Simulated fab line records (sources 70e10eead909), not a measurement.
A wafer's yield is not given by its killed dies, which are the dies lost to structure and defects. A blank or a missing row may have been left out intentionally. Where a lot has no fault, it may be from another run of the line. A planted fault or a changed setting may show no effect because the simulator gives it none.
Struck lot and sound lot, side by side ; flow nand harc ; 26 out of 1302 route steps
Sound: the wafers L123.1, L123.3, L123.5. Wafers struck: L134.2, L134.4, L134.5. The cause comes at the end.
At each step with rows: each side's tool, then ch and its chambers, then its first start. Under that, the readings that differ: sound wafers ; struck wafers ; difference of the means ; sigmas: that difference in standard deviations of wafers without a fault.
alike: readings whose means differ by less than 2 such deviations, and words and numbers that are the same on both sides. not compared: withheld readings, readings that some wafer has no value for, bounds like >300 that may hide the same value, and numbers for which the record gives no deviation and whose values overlap.
A row with sigmas, a row that says differs or no value, or rows on one side alone: a step with any of these is where the two part. Non-overlapping numbers with no deviation appear without sigmas and do not part them. Lack of a reading on every wafer of one side parts them only where that side has two or more wafers.

first, 1 step without rows for these wafers: NHARC_P_ZERO_WELL_SRD_69.
NHARC_P_ZERO_WELL_RTA_42: time 300 s.
  sound on rtp anneal-01 ch 0, day 5 11:54; struck on rtp anneal-02 ch 0, day 10 02:01
reading;sound;struck;difference;sigmas
lamp power pct (%);35.7 35.7 35.7;42.2 42.2 42.3;+6.5;+2
lamp_zone_1_pct (%);35.7 35.7 35.7;42.2 42.3 42.2;+6.5;+2
  alike: wafer_temp_C_max
NHARC_P_ZERO_WELL_INSPECT_43:
  sound: defect inspect-01 at day 5 12:35; struck: defect inspect-02 at day 10 02:35
  alike: raw defect count
then, 9 steps without rows for these wafers: NHARC_P_STI_ETCH_26 (etches SiO2 in dHF, target depth 11 nm); NHARC_P_STI_PRECLEAN_27 (cleans in SC1); NHARC_P_STI_SRD_28; NHARC_P_STI_OXIDE_29 (material SiO2, target thk 10 nm, ox time 1362 s); NHARC_P_STI_HM_DEP_30 (deposits Si3N4, target thk 80 nm, time 873 s); NHARC_P_STI_DEHYDRATE_01 (time 120 s); NHARC_P_STI_HMDS_02 (time 30 s); NHARC_P_STI_COAT_41 (time 65 s); NHARC_P_STI_COAT_03 (resist thk 600 nm).
NHARC_P_STI_SOFTBAKE_04: time 70 s.
  sound on litho track-03 ch 0, day 6 03:00; struck on litho track-03 ch 0, day 10 18:00
reading;sound;struck;difference;sigmas
heater power total W (W);198.9 200.0 200.8;207.6 207.3 206.3;+7.2;+6
plate temp C (C);124.87 124.78 124.67;128.84 128.71 128.78;+4.00;+29
then, 4 steps without rows for these wafers: NHARC_P_STI_EBR_05; NHARC_P_STI_EXPOSE_06 (exposes mask P STI, target cd 200 nm); NHARC_P_STI_PEB_07 (peb time 80 s); NHARC_P_STI_DEVELOP_08 (time 50 s).
NHARC_P_STI_CD_MEAS_09: target cd 200 nm.
  sound on cd sem-02 ch 0, day 6 03:28; struck on cd sem-01 ch 0, day 10 19:02
reading;sound;struck;difference;sigmas
cd nm (nm);196 196 195;208 205 203;+10;+2
NHARC_P_STI_OVL_MEAS_10:
  sound: overlay-02 at day 6 03:33; struck: overlay-02 at day 10 19:07
  alike: overlay x nm, overlay y nm
NHARC_P_STI_INSPECT_11:
  sound: defect inspect-02 at day 6 03:35; struck: defect inspect-01 at day 10 19:09
  alike: raw defect count
then, 1 step without rows for these wafers: NHARC_P_STI_HARDBAKE_13 (time 65 s).
NHARC_P_STI_DESCUM_14: chemistry O2, time 3 s.
  sound on rie diel-11 ch 2,3, day 6 03:43; struck on rie diel-10 ch 1,2,3, day 10 19:17
reading;sound;struck;difference;sigmas
drypump motor current A (A);6.2 6.3 6.3;4.7 5.7 5.4;-1.0;-2
model.P_STI.cd nm (nm);195.7 197.5 195.2;208.7 206.1 204.5;+10.3;
  alike: chamber pressure mTorr, mfc ar sccm, oes product au, rf vpp V, showerhead plenum p Torr, throttle valve pct
  not compared: rf hours counter h
NHARC_P_STI_ETCH_42: etches the open film in N2/H2, target depth 80 nm, overetch 24 nm, time 61 s.
  sound on rie diel-11 ch 1,3, day 6 03:49; struck on rie diel-10 ch 0,1,3, day 10 19:22
  alike: chamber pressure mTorr, drypump motor current A, mfc ar sccm, oes product au, rf vpp V, showerhead plenum p Torr, throttle valve pct
  not compared: rf hours counter h
NHARC_P_STI_ETCH_31: etches the open film in CF4/CHF3, target depth 108.9 nm, time 54.5 s.
  sound: rie diel-11 ch 1,2,3; struck: rie diel-10 ch 1,2,3
  alike: chamber pressure mTorr, chf3 flow sccm, drypump motor current A, mfc ar sccm, oes product au, rf vpp V, showerhead plenum p Torr, throttle valve pct
  not compared: rf hours counter h
NHARC_P_STI_ETCH_15: etches the open film in HBr/Cl2, target depth 300 nm, time 100.1 s.
  sound on rie si-03 ch 2,3, day 6 04:00; struck on rie si-03 ch 0,1,3, day 10 19:35
reading;sound;struck;difference;sigmas
model.P_STI.cd nm (nm);193.1 195.5 194.3;207.8 204.3 203.4;+10.9;
  alike: chamber pressure mTorr, drypump motor current A, oes product au, throttle valve pct
  not compared: rf hours counter h
NHARC_P_STI_CD_MEAS_16:
  sound: cd sem-02 at day 6 04:10; struck: cd sem-03 at day 10 19:43
reading;sound;struck;difference;sigmas
cd nm (nm);193 195 194;208 204 203;+11;+2

WHERE THEY PART
Last at NHARC_P_STI_CD_MEAS_16 as far as this record goes, first at NHARC_P_ZERO_WELL_RTA_42.

WHY: whatever the simulator had introduced
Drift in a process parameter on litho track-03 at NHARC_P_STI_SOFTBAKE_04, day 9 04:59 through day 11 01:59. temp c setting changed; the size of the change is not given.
